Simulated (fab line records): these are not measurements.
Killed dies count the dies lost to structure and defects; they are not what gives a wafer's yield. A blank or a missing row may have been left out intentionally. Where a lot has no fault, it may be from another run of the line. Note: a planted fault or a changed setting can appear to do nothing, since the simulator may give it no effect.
fab line records -- flow n5Finfet -- part 2 of 2: steps 5 to 6 of 6
record lots=19, wafers=57, lastDay=19
route steps=1938 shown FIN_SAQP@152 FIN_CUT@168 STI_FIN_REVEAL@208
lots that met no fault: taken from a fault-free run of the same line
startH: the number of hours between the record's first day and the start of the first shown wafer of the lot -- waitH: how many hours have passed since the lot's step before this one -- " repeats the value in the row above -- L1.1+2: a row that stands for several wafers -- - no value present, or no start provided -- * or withheld: withheld -- < > ~ a bound
route shown NAME@n: NAME is a module with steps in the file, n the number in the route of the first one -- usual: average and standard deviation across the fault-free wafers -- same: alike in all rows -- chamber/n: place in a boat -- sites: each site's reading -- _std_site: standard deviation of those values -- _edge_site: outer sites' mean less inner sites' -- radiusMm: for every site, how far away it sits from the centre of the wafer -- mask NAME#n: copy n -- behind: tool/chamber where the wafer was last shaped -- hold: what put the lot on hold/how long, in hours/how the hold closed -- device: the transistor (n, p or np) that didn't switch -- end of line: tests of these same wafers at the route's end -- where a step has no rows: the recipe by itself -- killed: count of dies lost to structure and defects at first sort (not the wafer's yield) -- map: the dies of a wafer, with x for killed, . for not killed, _ for no die there
set.NAME: the setting that was run; set.NAME@STEP: the one run at that earlier step -- model.NAME: the simulator's own value behind a step, which no gauge read
steps of the route over a sample of lots; a table a step, a row a wafer
services: the hour from which a tool's chamber was out of use, counted from the record's first day as startH (under 0 if before that day), plus the number of hours and why
## steps
# step N5_FIN_CUT_STRIP_22
# recipe chemistry=N2/H2, powerW=500, tempC=40, pressureMtorr=50, rfFrequencyHz=6e+07, overashFraction=0.3, biasPowerW=8, h2Frac=0.5, n2FlowSccm=300, h2FlowSccm=300
# usual drypumpMotorCurrentA=5.9/0.34, n2FlowSccm=300.0/0.91, oesProductAu=0.76/0.08, powerW=500.3/1.4, rfVppV=54.2/2.1, showerheadPlenumPTorr=3.39/0.11, tempC=40.01/0.12, throttleValvePct=18.95/0.26
lot.wafer,tool,chamber,startH,waitH,drypumpMotorCurrentA,n2FlowSccm,oesProductAu,powerW,rfHoursCounterH,rfVppV,showerheadPlenumPTorr,tempC,throttleValvePct
L075.1,rieDiel-01,1,36.99,0.1,5.8,299.2,0.73,500.6,209,51.9,3.48,39.97,19.34
L075.4,rieDiel-01,2,36.99,0.1,5.8,300.6,0.72,499.5,216,55.1,3.17,40.06,18.78
L075.6,rieDiel-01,2,36.99,0.1,5.9,300.3,0.73,499.8,-,54.6,3.17,40.08,18.78
L076.2,rieDiel-01,0,43.24,0.0,6.3,301.2,0.92,499.5,12,56.5,3.46,40.12,19.02
L076.3,rieDiel-01,3,43.24,0.0,5.8,300.0,0.92,501.1,21,59.0,3.41,39.93,18.63
L076.6,rieDiel-01,3,43.24,0.0,5.8,300.5,0.93,502.2,-,51.1,3.42,40.09,18.60
L077.2,rieDiel-01,2,46.40,0.0,5.8,301.3,0.73,501.1,219,54.6,3.17,40.03,18.71
L077.3,rieDiel-01,1,46.40,0.0,5.8,300.8,0.73,500.1,213,55.6,3.48,39.83,19.27
L077.4,rieDiel-01,3,46.40,0.0,5.8,301.9,0.91,497.4,22,50.0,3.41,39.99,18.64
L078.1,rieDiel-02,0,53.92,0.0,5.5,301.5,0.79,499.5,130,57.7,3.50,40.18,19.04
L078.3,rieDiel-02,2,53.92,0.0,6.2,301.6,0.71,499.7,182,56.7,3.36,39.98,18.80
L078.6,rieDiel-02,2,53.92,0.0,6.2,301.0,0.71,497.4,-,54.6,3.36,40.14,18.82
L079.2,rieDiel-02,0,58.51,0.1,5.5,300.2,0.77,500.8,131,52.3,3.50,40.15,19.05
L079.3,rieDiel-02,2,58.51,0.1,6.2,301.3,0.70,498.5,183,54.4,3.36,40.07,18.80
L079.5,rieDiel-02,1,58.51,0.1,5.7,299.9,0.68,499.8,-,54.3,3.44,40.07,18.97
L080.1,rieDiel-05,0,64.41,0.3,6.1,300.6,0.70,502.3,185,53.9,3.47,40.11,19.29
L080.3,rieDiel-05,2,64.41,0.3,5.0,299.4,0.78,501.6,141,53.1,3.21,40.15,18.63
L080.4,rieDiel-05,1,64.41,0.3,6.1,299.8,0.76,500.4,108,56.5,3.37,40.06,18.60
L081.1,rieDiel-02,2,70.02,0.0,6.2,300.2,0.70,501.2,187,54.0,3.35,39.90,18.79
L081.4,rieDiel-02,1,70.02,0.0,5.7,299.6,0.69,499.0,-,53.1,3.44,40.10,18.97
L081.6,rieDiel-02,0,70.02,0.0,5.5,298.8,0.77,499.8,-,58.6,3.50,39.86,19.09
L083.1,rieDiel-05,1,82.82,0.3,6.1,299.6,0.78,500.7,112,53.6,3.36,39.95,18.58
L083.2,rieDiel-05,3,82.82,0.3,5.8,301.5,0.71,499.1,212,51.4,3.44,39.74,18.90
L083.3,rieDiel-05,2,82.82,0.3,5.0,299.2,0.76,498.5,145,51.1,3.21,40.09,18.62
L084.3,rieDiel-02,0,93.09,0.0,5.5,301.6,0.77,499.5,140,53.3,3.50,39.81,19.04
L084.4,rieDiel-02,1,93.09,0.0,5.7,298.9,0.66,499.0,241,57.9,3.44,39.97,18.98
L084.6,rieDiel-02,0,93.09,0.0,5.5,301.6,0.77,500.2,-,53.4,3.50,39.75,19.04
L085.3,rieDiel-05,0,95.96,0.0,6.1,299.2,0.70,500.2,192,52.7,3.47,39.92,19.30
L085.5,rieDiel-05,1,95.96,0.0,6.0,300.5,0.77,500.0,-,53.3,3.36,40.19,18.68
L085.6,rieDiel-05,2,95.96,0.0,5.0,299.8,0.76,501.9,-,53.8,3.21,40.11,18.60
L086.1,rieDiel-05,1,102.19,0.0,6.0,300.5,0.79,500.3,117,52.4,3.36,39.85,18.62
L086.4,rieDiel-05,2,102.19,0.0,5.0,301.5,0.75,499.4,150,55.5,3.21,39.89,18.64
L086.5,rieDiel-05,3,102.19,0.0,5.8,299.1,0.70,500.7,-,55.7,3.44,40.01,18.92
L087.1,rieDiel-05,1,106.78,0.0,6.1,298.2,0.77,497.6,118,52.1,3.36,39.89,18.61
L087.4,rieDiel-05,3,106.78,0.0,5.8,299.7,0.70,500.8,215,57.1,3.44,40.08,18.91
L087.5,rieDiel-05,2,106.78,0.0,5.0,299.6,0.76,499.3,-,52.2,3.21,39.89,18.63
L088.3,rieDiel-01,0,112.16,0.0,6.4,298.7,0.89,501.3,31,56.1,3.44,40.13,19.10
L088.5,rieDiel-01,0,112.16,0.0,6.3,300.1,0.89,499.8,-,53.2,3.44,40.02,19.07
L088.6,rieDiel-01,3,112.16,0.0,5.9,299.8,0.89,499.0,-,53.5,3.41,40.24,18.68
L090.1,rieDiel-01,2,123.00,0.0,5.8,300.4,0.70,499.2,238,52.2,3.16,40.01,18.78
L090.3,rieDiel-01,3,123.00,0.0,5.8,299.5,0.88,498.1,38,51.8,3.41,40.04,18.62
L090.6,rieDiel-01,1,123.00,0.0,5.8,299.0,0.71,503.0,-,55.5,3.47,40.38,19.37
L091.1,rieDiel-02,3,131.46,0.2,6.3,301.2,0.94,499.3,11,53.0,3.57,39.98,18.96
L091.4,rieDiel-02,1,131.46,0.2,5.7,300.5,0.68,499.8,248,54.9,3.44,39.77,18.98
L091.6,rieDiel-02,1,131.46,0.2,5.7,300.4,0.67,501.9,-,56.0,3.44,39.96,18.97
L092.2,rieDiel-02,2,136.22,0.0,6.2,299.6,0.70,501.1,201,55.7,3.35,40.11,18.84
L092.3,rieDiel-02,3,136.22,0.0,6.2,298.6,0.96,499.1,13,53.8,3.57,39.91,18.97
L092.6,rieDiel-02,1,136.22,0.0,5.7,300.2,0.67,499.9,-,52.1,3.43,40.24,18.98
L093.1,rieDiel-01,1,144.12,0.1,5.8,299.9,0.70,499.6,238,56.1,3.47,39.76,19.40
L093.3,rieDiel-01,0,144.12,0.1,6.3,300.3,0.87,500.3,39,57.7,3.44,39.87,19.08
L093.5,rieDiel-01,3,144.12,0.1,5.9,299.1,0.88,500.1,-,53.5,3.40,40.12,18.68
L094.3,rieDiel-05,2,147.18,0.0,5.1,299.3,0.75,499.9,161,53.9,3.20,39.85,18.62
L094.5,rieDiel-05,3,147.18,0.0,5.8,299.6,0.68,499.8,-,57.5,3.44,40.09,18.91
L094.6,rieDiel-05,2,147.18,0.0,5.1,299.0,0.74,500.2,-,54.5,3.20,39.79,18.62
L096.3,rieDiel-01,0,158.98,0.1,6.4,301.4,0.86,499.1,43,54.4,3.44,39.71,19.06
L096.4,rieDiel-01,1,158.98,0.1,5.8,301.1,0.71,502.1,241,53.2,3.46,40.06,19.39
L096.5,rieDiel-01,0,158.98,0.1,6.3,300.5,0.87,500.3,-,53.7,3.44,39.96,19.05
# step N5_STI_FIN_REVEAL_FIN_H_MEAS_10
# usual trenchDepthNm=51.8/0.67
lot.wafer,tool,chamber,startH,waitH,trenchDepthNm
L075.1,ocd-02,-,48.05,0.0,52.7
L075.4,ocd-02,-,48.05,0.0,52.5
L075.6,ocd-02,-,48.05,0.0,53.0
L076.2,ocd-02,-,52.07,0.0,52.9
L076.3,ocd-02,-,52.07,0.0,52.1
L076.6,ocd-02,-,52.07,0.0,52.2
L077.2,ocd-01,-,55.30,0.0,52.2
L077.3,ocd-01,-,55.30,0.0,52.0
L077.4,ocd-01,-,55.30,0.0,52.6
L078.1,ocd-02,-,63.40,0.0,52.5
L078.3,ocd-02,-,63.40,0.0,51.9
L078.6,ocd-02,-,63.40,0.0,52.3
L079.2,ocd-01,-,67.36,0.0,51.7
L079.3,ocd-01,-,67.36,0.0,51.8
L079.5,ocd-01,-,67.36,0.0,52.3
L080.1,ocd-01,-,73.73,0.0,51.0
L080.3,ocd-01,-,73.73,0.0,52.1
L080.4,ocd-01,-,73.73,0.0,52.4
L081.1,ocd-02,-,79.07,0.0,53.0
L081.4,ocd-02,-,79.07,0.0,52.5
L081.6,ocd-02,-,79.07,0.0,51.2
L083.1,ocd-02,-,91.85,0.0,51.4
L083.2,ocd-02,-,91.85,0.0,51.2
L083.3,ocd-02,-,91.85,0.0,49.9
L084.3,ocd-01,-,102.31,0.0,50.6
L084.4,ocd-01,-,102.31,0.0,50.9
L084.6,ocd-01,-,102.31,0.0,51.5
L085.3,ocd-02,-,105.38,0.0,51.4
L085.5,ocd-02,-,105.38,0.0,50.9
L085.6,ocd-02,-,105.38,0.0,51.6
L086.1,ocd-01,-,111.05,0.0,51.8
L086.4,ocd-01,-,111.05,0.0,50.8
L086.5,ocd-01,-,111.05,0.0,51.3
L087.1,ocd-02,-,115.54,0.0,51.9
L087.4,ocd-02,-,115.54,0.0,52.1
L087.5,ocd-02,-,115.54,0.0,52.0
L088.3,ocd-02,-,121.35,0.0,51.8
L088.5,ocd-02,-,121.35,0.0,51.7
L088.6,ocd-02,-,121.35,0.0,51.7
L090.1,ocd-01,-,132.23,0.0,51.9
L090.3,ocd-01,-,132.23,0.0,51.3
L090.6,ocd-01,-,132.23,0.0,51.1
L091.1,ocd-02,-,142.51,0.0,51.1
L091.4,ocd-02,-,142.51,0.0,51.7
L091.6,ocd-02,-,142.51,0.0,51.7
L092.2,ocd-02,-,145.45,0.0,52.7
L092.3,ocd-02,-,145.45,0.0,52.6
L092.6,ocd-02,-,145.45,0.0,52.1
L093.1,ocd-01,-,152.98,0.0,52.3
L093.3,ocd-01,-,152.98,0.0,51.1
L093.5,ocd-01,-,152.98,0.0,51.5
L094.3,ocd-01,-,155.97,0.0,52.8
L094.5,ocd-01,-,155.97,0.0,52.0
L094.6,ocd-01,-,155.97,0.0,52.0
L096.3,ocd-02,-,167.76,0.0,53.2
L096.4,ocd-02,-,167.76,0.0,53.5
L096.5,ocd-02,-,167.76,0.0,53.6
## services
tool,chamber,startH,hours,kind
rieDiel-05,1,32.75,9.0,repair
rieDiel-02,3,58.21,-,clean
rieDiel-02,3,58.21,-,consumableReplace:focusRing
rieDiel-02,3,58.21,-,consumableReplace:showerhead
rieDiel-02,3,58.21,20.1,scheduledDown
rieDiel-02,3,58.21,20.1,ventCycle
rieDiel-01,3,78.87,5.7,repair
rieDiel-05,1,109.28,4.8,repair
rieDiel-02,1,138.98,-,clean
rieDiel-02,1,138.98,-,consumableReplace:focusRing
rieDiel-02,1,138.98,11.9,scheduledDown
rieDiel-02,1,138.98,11.9,ventCycle
rieDiel-05,1,140.73,9.1,repair
rieDiel-01,3,144.44,4.0,repair
